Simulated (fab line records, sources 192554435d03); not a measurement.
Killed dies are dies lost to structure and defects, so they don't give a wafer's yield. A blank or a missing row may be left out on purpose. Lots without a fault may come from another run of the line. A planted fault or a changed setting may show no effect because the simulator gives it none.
A struck lot beside a sound one | flow n5_finfet | 15 steps out of a route of 1938
Sound: wafers L866.2, L866.3, L866.4. Struck: wafers L874.2, L874.3, L874.4. The cause comes at the end.
At each step with rows: each side's tool, then ch and its chambers, then its first start. Under that, the readings that differ: sound wafers | struck wafers | difference of the means | sigmas: that difference in standard deviations of wafers without a fault.
alike: readings whose means differ by less than 2 such deviations, and words and numbers that are the same on both sides. not compared: withheld readings, readings that some wafer has no value for, bounds like >300 that may hide the same value, and numbers for which the record gives no deviation and whose values overlap.
The two part at a step that has a row with sigmas, a row that says differs or no value, or rows on one side only. Numbers that don't overlap but have no deviation are shown without sigmas and don't part them. A reading that every wafer of one side lacks parts them only if that side has two wafers or more.

N5_GATE_CUT_STRIP_42: strips in O2.
  sound on rie_diel-05 ch 1,3, day 6 12:32; struck on rie_diel-06 ch 0,1,2, day 8 13:56
  alike: drypump_motor_current_A, o2_flow_sccm, oes_product_au, rf_vpp_V, showerhead_plenum_p_Torr, throttle_valve_pct
  not compared: rf_hours_counter_h
N5_GATE_CUT_ETCH_19: etches SiNx in CH3F/O2, target depth 53.7 nm, time 76.7 s.
  sound on rie_diel-05 ch 1,3, day 6 12:35; struck on rie_diel-06 ch 0,1,2, day 8 13:58
  alike: CH3F_flow_sccm, drypump_motor_current_A, etch_rf_on_time_s, oes_product_au, rf_vpp_V, showerhead_plenum_p_Torr, throttle_valve_pct
  not compared: rf_hours_counter_h
then, 2 steps without rows for these wafers: N5_GATE_CUT_CUT_ETCH_53 (etches W in SF6/Cl2, target depth 79.2 nm); N5_GATE_CUT_CUT_ETCH_54 (etches TiN in Cl2/BCl3, target depth 96.7 nm).
N5_GATE_CUT_CUT_ETCH_55: etches HfO2 in BCl3, target depth 3.2 nm.
  sound on rie_metal-02 ch 0,1, day 6 12:48; struck on rie_metal-01 ch 0,1, day 8 14:12
  alike: drypump_motor_current_A, oes_product_au, throttle_valve_pct
  not compared: rf_hours_counter_h
N5_GATE_CUT_ETCH_47: etches SiO2 in Cl2/BCl3, target depth 10 nm.
  sound on rie_metal-02 ch 0,1, day 6 12:50; struck on rie_metal-01 ch 0,1, day 8 14:14
  alike: drypump_motor_current_A, oes_product_au, throttle_valve_pct
  not compared: rf_hours_counter_h
then, 1 step without rows for these wafers: N5_GATE_CUT_VAPOR_ETCH_48 (etches TiN in BCl3/Cl2).
N5_GATE_CUT_VAPOR_ETCH_49: etches TiAlC in BCl3/Cl2.
  sound on rie_metal-02 ch 0,1, day 6 12:53; struck on rie_metal-01 ch 0,1, day 8 14:17
  alike: drypump_motor_current_A, oes_product_au
then, 4 steps without rows for these wafers: N5_GATE_CUT_VAPOR_ETCH_51 (etches HfO2 in BCl3/Cl2); N5_GATE_CUT_STRIP_21 (strips in N2/H2, time 30 s); N5_GATE_CUT_STRIP_29 (strips in post etch residue remover, time 60 s); N5_GATE_CUT_SRD_52 (time 30 s).
N5_GATE_CUT_ALD_22: deposits SiNx, target thk 16 nm, pulse time 1 s, ald cycles 320.
  sound on ald_sin-04 ch 0,3, day 6 13:08; struck on ald_sin-04 ch 0,2,3, day 8 14:32
  reading                                   | sound       | struck         | difference | sigmas
  ald_cycles                                | 320 320 320 | 212 212 212    | -108       |
  model.SiNx_of_GATE_CUT_ALD_22.thk_nm (nm) | 16 16 16    | 10.6 10.6 10.6 | -5.4       |
  alike: heater_power_w, precursor_pulse_height_rel
then, 1 step without rows for these wafers: N5_GATE_CUT_CMP_23 (polishes, stops on SiO2, t overpolish 23.4 s, target thk 16 nm).
-- the record jumps here: 9 days lie between the struck wafers' starts before and after (it left off in module GATE_CUT and takes up again in module PASSIVATION, whose first step shown is number 1936 of the route) --
N5_PASSIVATION_PROBE_49:
  sound on prober-02, day 16 03:07; struck on prober-02, day 18 01:54
  alike: killed_at_M0_to_M3, killed_at_M4_up, killed_at_contacts, killed_at_front_end, killed_at_other, killed_dies, killed_open, killed_short

WHERE THEY PART
Nowhere in this record.

WHY: what the simulator had put in
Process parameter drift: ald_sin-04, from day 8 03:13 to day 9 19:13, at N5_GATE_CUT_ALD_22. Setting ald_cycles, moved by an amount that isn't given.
